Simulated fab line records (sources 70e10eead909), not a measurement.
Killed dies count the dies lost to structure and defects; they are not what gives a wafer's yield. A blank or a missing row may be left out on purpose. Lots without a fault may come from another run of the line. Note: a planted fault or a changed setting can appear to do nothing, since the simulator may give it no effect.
fab line records    flow nand-harc
record: lots: 13  wafers: 37  last-day: 32
route steps=1302 shown P_GATE@172 P_CONTACT@217 END@1302
lots that met no fault: taken from a fault-free run of the same line
start-h: start of the lot's first displayed wafer, in hours after the record's first day    wait-h: time in hours since the lot's previous step    " the same as in the row above    L1.1+2: a single row standing in for several wafers    - no value present, or no start provided    * or withheld: withheld    < > ~ a bound
route shown NAME@n: names a module that has steps shown in the file, with the first one's number in the route    usual: the fault-free wafers' mean and standard deviation    same: alike in all rows    chamber/n: place in a boat    sites: per-site readings    _std_site: their standard deviation    _edge_site: inner sites' mean taken away from outer sites' mean    radius-mm: how far each site lies from the wafer's centre    mask NAME#n: copy n    behind: tool/chamber where the wafer was last shaped    hold: why the lot went on hold/how many hours it stayed there/how the hold came to an end    device: which transistor (n, p or np) failed to switch    end of line: the route-end tests of the same wafers    a step without rows: its recipe alone    killed: not the wafer's yield, but the dies lost to structure and defects at the first sort    map: a wafer's dies, marking killed ones x, the rest . and places with no die _
set.NAME: the setting the step ran with; set.NAME@STEP: the setting that earlier step ran with    model.NAME: the simulator's own value behind a step, which no gauge read
route steps across a sampled set of lots; one table per step, one row per wafer
services: when a tool's chamber went out of use (start-h, in hours from the record's first day, below 0 if earlier), for how many hours, and the reason
== steps ==
step: NHARC_P_GATE_DESCUM_48
recipe: time-s: 3  o2-flow-sccm: 200  ar-flow-sccm: 0  bias-power-w: 0  chemistry: O2
usual: drypump-motor-current-A: 5.6/0.38  oes-product-au: 1.001/0.013  rf-vpp-V: 57.9/0.87  showerhead-plenum-p-Torr: 1.93/0.085  throttle-valve-pct: 11.312/0.0091
lot.wafer  tool         chamber  start-h  wait-h  drypump-motor-current-A  oes-product-au  rf-hours-counter-h  rf-vpp-V  showerhead-plenum-p-Torr  throttle-valve-pct
L992.2     rie-diel-04  0        120.84   -       5.4                      1.006           6.7                 58.2      1.84                      11.321
L992.1     "            2        "        "       5.8                      0.994           6.1                 58.7      2.05                      11.310
L992.5     "            1        "        "       5.0                      1.029           -                   57.8      1.93                      11.310
L994.1     rie-diel-04  2        143.54   -       5.8                      1.003           7.4                 58.1      2.05                      11.322
L994.6     "            2        "        "       5.8                      1.007           -                   57.8      2.05                      11.319
L994.5     "            0        "        "       5.4                      1.006           -                   57.6      1.84                      11.305
L995.4     rie-diel-01  3        146.79   -       5.9                      0.998           7.6                 58.0      1.90                      11.312
L995.2     "            0        "        "       6.4                      1.000           5.0                 57.2      1.83                      11.318
L995.5     "            2        "        "       5.7                      0.984           -                   58.7      2.04                      11.311
L997.4     rie-diel-11  1        172.03   -       5.6                      1.004           2.8                 60.2      2.04                      11.305
L997.5     "            1        "        "       5.6                      0.998           -                   57.5      2.04                      11.328
L997.6     "            2        "        "       5.9                      1.014           -                   59.0      1.95                      11.309
L998.3     rie-diel-04  1        188.26   -       5.0                      0.983           0                   58.2      1.93                      11.313
L998.1     "            3        "        "       5.3                      1.002           0                   57.3      1.79                      11.311
L998.2     "            0        "        "       5.4                      1.005           0                   58.4      1.84                      11.320
L999.4     rie-diel-11  3        188.54   -       5.4                      0.972           5.5                 59.1      1.97                      11.330
L999.6     "            3        "        "       5.4                      0.977           -                   58.3      1.97                      11.299
L999.5     "            0        "        "       6.1                      0.991           -                   58.0      1.96                      11.314
L102.1     rie-diel-11  0        216.68   -       6.1                      1.005           6.2                 58.8      1.96                      11.303
L102.4     "            1        "        "       5.6                      1.015           5.8                 57.5      2.04                      11.318
L102.6     "            3        "        "       5.4                      0.990           -                   57.9      1.97                      11.316
L103.2     rie-diel-04  1        228.25   -       5.0                      0.997           2.8                 57.7      1.93                      11.315
L103.1     "            2        "        "       5.8                      0.973           2.0                 57.0      2.05                      11.321
L103.6     "            2        "        "       5.8                      0.998           -                   59.0      2.05                      11.303
L104.4     rie-diel-11  1        250.64   -       5.6                      1.006           7.6                 59.0      2.04                      11.295
L104.3     "            2        "        "       5.9                      1.025           10.5                58.4      1.95                      11.313
L104.1     "            3        "        "       5.3                      1.003           9.5                 57.4      1.97                      11.318
L106.3     rie-diel-04  1        257.63   -       5.0                      0.991           3.9                 59.1      1.93                      11.308
L106.2     "            2        "        "       5.8                      0.994           3.1                 57.1      2.05                      11.305
L106.6     "            3        "        "       5.3                      0.995           -                   57.1      1.79                      11.310
L108.2     rie-diel-11  2        279.89   -       5.8                      1.013           0.6                 58.9      1.95                      11.317
L108.6     "            2        "        "       5.9                      1.002           -                   59.2      1.95                      11.315
L111.1     rie-diel-04  0        308.76   -       5.3                      1.014           7.8                 56.3      1.84                      11.312
L111.6     "            0        "        "       5.4                      1.018           -                   57.8      1.84                      11.304
L112.4     rie-diel-04  0        323.94   -       5.4                      1.012           8.4                 57.7      1.84                      11.316
L112.2     "            1        "        "       5.0                      1.012           8.2                 58.5      1.93                      11.307
L112.5     "            0        "        "       5.4                      1.010           -                   59.3      1.84                      11.317
step: NHARC_P_CONTACT_DEP_30
recipe: target-thk-a: 300  temp-c: 400  target-thk-nm: 30  flow-sccm: 200  rf-w: 450  material: SiNx
usual: heater-power-w: 671/99
lot.wafer  tool      chamber  start-h  wait-h  heater-power-w
L992.2     pecvd-03  0        127.08   0.1     871
L992.1     "         1        "        "       644
L992.5     "         2        "        "       556
L994.1     pecvd-04  1        150.35   0.1     625
L994.6     "         1        "        "       635
L994.5     "         2        "        "       695
L995.2     pecvd-04  2        153.24   0.1     563
L995.5     "         2        "        "       573
L995.4     "         1        "        "       614
L997.5     pecvd-04  2        178.66   0.2     587
L997.6     "         0        "        "       772
L997.4     "         1        "        "       566
L998.2     pecvd-01  0        194.56   0.1     623
L998.3     "         1        "        "       766
L998.1     "         2        "        "       671
L999.4     pecvd-04  2        195.10   0.2     696
L999.5     "         0        "        "       680
L999.6     "         1        "        "       519
L102.1     pecvd-01  2        222.99   0.1     556
L102.4     "         2        "        "       568
L102.6     "         0        "        "       600
L103.1     pecvd-01  1        234.44   0.1     737
L103.2     "         0        "        "       618
L103.6     "         1        "        "       741
L104.1     pecvd-01  2        257.89   0.1     682
L104.3     "         0        "        "       495
L104.4     "         2        "        "       678
L106.2     pecvd-01  0        263.97   0.1     622
L106.3     "         1        "        "       853
L106.6     "         0        "        "       610
L108.2     pecvd-03  2        286.21   0.1     552
L108.6     "         1        "        "       784
L111.1     pecvd-04  2        315.18   0.1     664
L111.6     "         2        "        "       663
L112.2     pecvd-03  0        330.57   0.1     885
L112.5     "         2        "        "       524
L112.4     "         0        "        "       882
step: NHARC_P_CONTACT_CMP_01
recipe: target-thk-nm: 200  material: SiO2
usual: motor-current-A: 12.2/1.2
lot.wafer  tool    chamber  start-h  wait-h  motor-current-A
L992.1     cmp-03  3        127.75   -       10.8
L992.2     "       2        "        "       10.1
L992.5     "       0        "        "       13.6
L994.1     cmp-01  3        151.12   -       12.1
L994.6     "       1        "        "       12.2
L994.5     "       2        "        "       14.2
L995.2     cmp-04  0        153.98   -       12.0
L995.4     "       1        "        "       11.3
L995.5     "       0        "        "       12.1
L997.4     cmp-03  3        179.28   -       11.0
L997.6     "       2        "        "       10.7
L997.5     "       3        "        "       10.6
L998.3     cmp-03  0        195.28   -       13.1
L998.1     "       2        "        "       10.2
L998.2     "       3        "        "       10.8
L999.4     cmp-03  1        195.72   -       13.1
L999.5     "       0        "        "       13.2
L999.6     "       1        "        "       14.1
L102.1     cmp-03  2        223.73   -       10.6
L102.4     "       3        "        "       11.0
L102.6     "       2        "        "       10.6
L103.1     cmp-04  2        235.45   0.6     10.7
L103.2     "       3        "        "       12.6
L103.6     "       0        "        "       11.6
L104.4     cmp-01  0        258.59   -       13.8
L104.1     "       2        "        "       13.8
L104.3     "       3        "        "       11.8
L106.3     cmp-04  1        264.66   -       11.6
L106.2     "       3        "        "       12.8
L106.6     "       1        "        "       11.7
L108.2     cmp-04  0        286.95   -       12.0
L108.6     "       0        "        "       11.2
L111.1     cmp-01  3        315.84   -       11.8
L111.6     "       2        "        "       14.9
L112.2     cmp-04  3        331.25   -       12.6
L112.4     "       0        "        "       11.9
L112.5     "       2        "        "       11.4
step: NHARC_P_CONTACT_ETCH_35
recipe: target-depth-a: 390  over-etch-frac: 0.3  time-s: 65  ion-energy-ev: 80  cf4-flow-sccm: 150  ar-flow-sccm: 0  rf-w: 300  bias-w: 100  chemistry: CF4
usual: drypump-motor-current-A: 5.7/0.33  oes-product-au: 1.000/0.015  over-etch-frac: 0.3/0  rf-vpp-V: 151.3/1.2  showerhead-plenum-p-Torr: 1.78/0.07  throttle-valve-pct: 13.284/0.0097
lot.wafer  tool         chamber  start-h  wait-h  drypump-motor-current-A  oes-product-au  over-etch-frac  rf-hours-counter-h  rf-vpp-V  showerhead-plenum-p-Torr  throttle-valve-pct
L992.2     rie-diel-05  0        128.86   0.1     5.5                      1.032           0.3             2.4                 152.0     1.69                      13.294
L992.1     "            2        "        "       6.0                      1.009           0.3             2.2                 147.7     1.75                      13.292
L992.5     "            3        "        "       6.1                      1.001           0.3             -                   151.7     1.90                      13.295
L994.1     rie-diel-08  2        152.17   0.1     5.2                      0.985           0.3             3.4                 152.2     1.88                      13.291
L994.5     "            2        "        "       5.2                      1.002           0.3             -                   152.0     1.88                      13.280
L994.6     "            3        "        "       5.5                      0.983           0.3             -                   150.2     1.68                      13.277
L995.4     rie-diel-05  1        155.05   0.1     6.0                      0.994           0.3             3.3                 150.2     1.76                      13.271
L995.2     "            3        "        "       6.1                      1.021           0.3             2.8                 152.4     1.89                      13.280
L995.5     "            2        "        "       6.0                      1.012           0.3             -                   150.2     1.75                      13.279
L997.4     rie-diel-05  0        180.36   0.1     5.5                      1.041           0.3             4.1                 150.7     1.69                      13.282
L997.5     "            3        "        "       6.1                      0.993           0.3             -                   152.4     1.89                      13.292
L997.6     "            0        "        "       5.6                      1.039           0.3             -                   150.2     1.69                      13.264
L998.2     rie-diel-03  2        196.38   0.1     5.0                      0.989           0.3             3.9                 151.3     1.72                      13.275
L998.1     "            3        "        "       5.9                      0.994           0.3             3.1                 151.5     1.74                      13.285
L998.3     "            1        "        "       5.1                      1.023           0.3             4.2                 153.3     1.87                      13.288
L999.4     rie-diel-05  0        196.82   0.1     5.6                      1.039           0.3             4.6                 150.2     1.69                      13.288
L999.6     "            1        "        "       6.0                      0.990           0.3             -                   152.2     1.76                      13.289
L999.5     "            2        "        "       6.0                      1.014           0.3             -                   151.1     1.75                      13.295
L102.4     rie-diel-08  1        224.82   0.1     5.7                      0.976           0.3             0.4                 151.6     1.82                      13.294
L102.1     "            2        "        "       5.2                      1.001           0.3             0.3                 153.0     1.88                      13.277
L102.6     "            3        "        "       5.5                      0.990           0.3             -                   149.1     1.68                      13.285
L103.2     rie-diel-08  0        236.50   0.1     5.8                      0.986           0.3             1.0                 151.6     1.77                      13.280
L103.1     "            2        "        "       5.3                      1.011           0.3             0.8                 151.9     1.88                      13.274
L103.6     "            3        "        "       5.5                      0.995           0.3             -                   148.7     1.68                      13.284
L104.3     rie-diel-05  1        259.69   0.1     6.0                      1.007           0.3             0.5                 149.0     1.76                      13.286
L104.1     "            2        "        "       6.0                      1.009           0.3             0.4                 151.4     1.75                      13.284
L104.4     "            3        "        "       6.1                      0.982           0.3             0.4                 153.9     1.89                      13.294
L106.2     rie-diel-08  0        265.74   0.1     5.8                      0.988           0.3             2.6                 152.7     1.77                      13.292
L106.3     "            3        "        "       5.5                      0.995           0.3             2.2                 150.7     1.68                      13.266
L106.6     "            1        "        "       5.7                      0.992           0.3             -                   151.9     1.82                      13.266
L108.2     rie-diel-08  0        288.05   0.1     5.8                      0.995           0.3             3.3                 150.8     1.77                      13.302
L108.6     "            2        "        "       5.2                      1.007           0.51278         -                   154.1     1.88                      13.277
L111.1     rie-diel-08  0        316.93   0.1     5.8                      0.987           0.3             4.6                 152.3     1.77                      13.301
L111.6     "            2        "        "       5.2                      1.007           0.51278         -                   152.4     1.88                      13.286
L112.2     rie-diel-03  2        332.20   0.1     5.0                      0.979           0.3             2.3                 150.4     1.72                      13.291
L112.5     "            2        "        "       5.0                      0.978           0.3             -                   152.3     1.72                      13.303
L112.4     "            3        "        "       5.9                      0.979           0.3             -                   151.3     1.74                      13.290
step: NHARC_END_SORT_01
recipe: temp-c: 25
usual: killed-at-array: 52/18  killed-at-other: 1.0/1.4  killed-at-periphery: 3.1/2.3  killed-dies: 56/17  killed-open: 3.0/1.7  killed-short: 2.5/1.7
same: gross-dies: 677
lot.wafer  tool       chamber  start-h  wait-h  killed-at-array  killed-at-other  killed-at-periphery  killed-dies  killed-open  killed-short
L108.2     prober-01  0        710.66   2.8     49               0                2                    51           5            3
killed by level:class
L108.2 A_CHANNEL_HOLE_D1:chamber-film-flake=23 A_CONTACT:chamber-film-flake=7 A_STAIRCASE:chamber-film-flake=5 A_SLIT:chamber-film-flake=4 A_CHANNEL_FILL_D2:geometric-particle:open=2 A_CHANNEL_FILL_D1:chamber-film-flake=2 P_CONTACT:geometric-particle:open=1 A_CHANNEL_FILL_D1:geometric-particle:open=1
== services ==
tool         chamber  start-h  hours  kind
rie-diel-08  1        101.44   12.5   repair
cmp-03       -        104.30   1.8    repair
cmp-04       -        111.00   4.0    pm
rie-diel-04  3        113.60   2.4    repair
rie-diel-08  0        120.31   3.4    repair
rie-diel-04  1        126.25   39.3   repair
pecvd-01     -        130.00   13.0   pm
cmp-04       -        130.65   0.6    repair
cmp-03       -        151.55   0.7    repair
rie-diel-11  1        155.33   12.0   repair
rie-diel-05  1        158.87   8.8    repair
cmp-03       -        162.00   4.0    pm
rie-diel-04  -        177.90   9.0    pm
rie-diel-08  3        190.51   7.5    repair
rie-diel-08  -        190.80   9.0    pm
rie-diel-05  -        229.63   9.0    pm
pecvd-01     2        232.66   9.9    repair
rie-diel-08  1        240.20   20.7   repair
rie-diel-08  3        241.24   7.3    repair
cmp-03       -        260.00   4.0    pm
rie-diel-08  2        292.48   4.4    repair
rie-diel-05  2        292.98   7.7    repair
rie-diel-05  1        295.27   3.9    repair
pecvd-01     -        311.00   13.0   pm
== key ==
first-sign: step: NHARC_P_CONTACT_ETCH_35  reading: over-etch-frac  direction: up  sigmas: 99+  usual: 0.3  struck: 0.51278
effect none on later readings
met-at NHARC_P_CONTACT_ETCH_35
struck-lots L108,L111
struck-wafers L108.6,L111.6
rows-end L108.6
tester-left-out L111
not-acting-at NHARC_P_GATE_DESCUM_48,NHARC_P_CONTACT_DEP_30,NHARC_P_CONTACT_CMP_01
onset-between 236.50 288.05
fault: kind: process-parameter-drift  tool: rie-diel-08  chamber: 2  onset-h: 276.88  steps: NHARC_P_CONTACT_ETCH_35  channel: over-etch-frac  offset: 0.21278  shape: step  acts-in: these-recipes-only  stated: 0.3
tester-left-out: of these lots the tester's yield and bins aren't shown, on N5 and GAA mostly nor the transistor test; their killed dies are dies lost to structure and defects alone, not to doping, threshold or leakage, so they don't give the yield
rows-end: these wafers met a further fault down the route, and their rows from its step on are left out
